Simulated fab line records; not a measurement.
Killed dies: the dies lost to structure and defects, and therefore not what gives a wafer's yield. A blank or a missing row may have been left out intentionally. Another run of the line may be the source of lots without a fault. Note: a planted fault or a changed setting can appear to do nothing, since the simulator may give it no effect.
Split-lot experiment | flow n5-finfet | 21 wafers read across 7 lots, on a route 1938 steps long

## SPLIT DETAILS
At N5_BEOL_M7_ETCH_41 (etches SiCN in CH3F/O2, target depth 31.9 nm, time 57.8 s), the setting source-w was moved away from the recipe's 395 W on 5 of the 21 wafers read, by -12.6% to +14.5%. All remaining wafers had this setting at the recipe value.

The reading comes from the split's own step.

## THE READING
rf-vpp-V, in V, at N5_BEOL_M7_ETCH_41 (etches SiCN in CH3F/O2, target depth 31.9 nm, time 57.8 s). Fault-free wafers of this fab line usually give 297.6 V, standard deviation 1.6 V.

wafer  | tool, chamber at the split | source-w as run, W | against the recipe | rf-vpp-V, V | against lot-mates on the recipe
L075.3 | rie-diel-06, 2             | 395                | recipe             | 297.9       | -
L075.4 | rie-diel-06, 1             | 395                | recipe             | 299.2       | -
L075.5 | rie-diel-06, 2             | 395                | recipe             | 297.5       | -
L076.2 | rie-diel-03, 1             | 395                | recipe             | 298.1       | -
L076.3 | rie-diel-03, 0             | 395                | recipe             | 297.7       | -
L076.6 | rie-diel-03, 2             | 395                | recipe             | 300.1       | -
L085.2 | rie-diel-03, 2             | 428.1              | +8.4%              | 291.9       | -7.6
L085.3 | rie-diel-03, 1             | 428.1              | +8.4%              | 290.6       | -8.9
L085.5 | rie-diel-03, 0             | 395                | recipe             | 299.5       | -
L086.3 | rie-diel-03, 3             | 395                | recipe             | 296.8       | -
L086.4 | rie-diel-03, 0             | 452.3              | +14.5%             | 281.9       | -14.7
L086.6 | rie-diel-03, 3             | 395                | recipe             | 296.4       | -
L087.1 | rie-diel-05, 3             | 395                | recipe             | 298.5       | -
L087.2 | rie-diel-05, 2             | 395                | recipe             | 294.9       | -
L087.4 | rie-diel-05, 0             | 395                | recipe             | 297.5       | -
L090.2 | rie-diel-06, 3             | 413.7              | +4.7%              | 290.4       | -7.2
L090.4 | rie-diel-06, 0             | 395                | recipe             | 295.9       | -
L090.5 | rie-diel-06, 1             | 395                | recipe             | 299.3       | -
L096.1 | rie-diel-06, 0             | 395                | recipe             | 295.9       | -
L096.2 | rie-diel-06, 2             | 345.3              | -12.6%             | 311.2       | +13.8
L096.3 | rie-diel-06, 1             | 395                | recipe             | 298.8       | -

THE FIT
A straight line over all 21 wafers: rf-vpp-V changes by -1.02 V for each +1% of source-w; r = -0.96; the points scatter about the line by 1.6 V.
The same after taking each lot's own level away (the mean of its wafers on the recipe; 21 wafers): -1.05 V for each +1%; r = -0.98; scatter 1.2 V.
On that fit, the largest move of source-w shifts the reading by 15 V.
Across the lots, their own levels run from 296.60 to 299.50 V, a range of 1.8 times the standard deviation given above.
The two slopes are in agreement: the lot-to-lot level therefore moves the slope only a little.
Check: for one of the wafers moved furthest among these (+14.5%), held out of the fit, the line's prediction against its lot-mates is -15.7 V. Against them it came out at -14.7 V.
Tool readings at the split's step, against how far the setting was moved: rf-vpp-V r = -0.96.

## OTHER SPLITS ON THESE WAFERS
Before the reading, these wafers also passed through other splits. Each is held against what the fit with the lots' levels taken away leaves over:
other split on the same wafers   | wafers away from the commonest value | r with rf-vpp-V (lot level and that fit taken away)
N5_BEOL_M6_EXPOSE_25 dose-mj     | 9                                    | -0.02
N5_BEOL_M7_TRENCH_ETCH_37 bias-w | 6                                    | -0.24

## FILE'S OWN FIT
rf-vpp-V changes by -1.06 V for each +1% of source-w, r = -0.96.
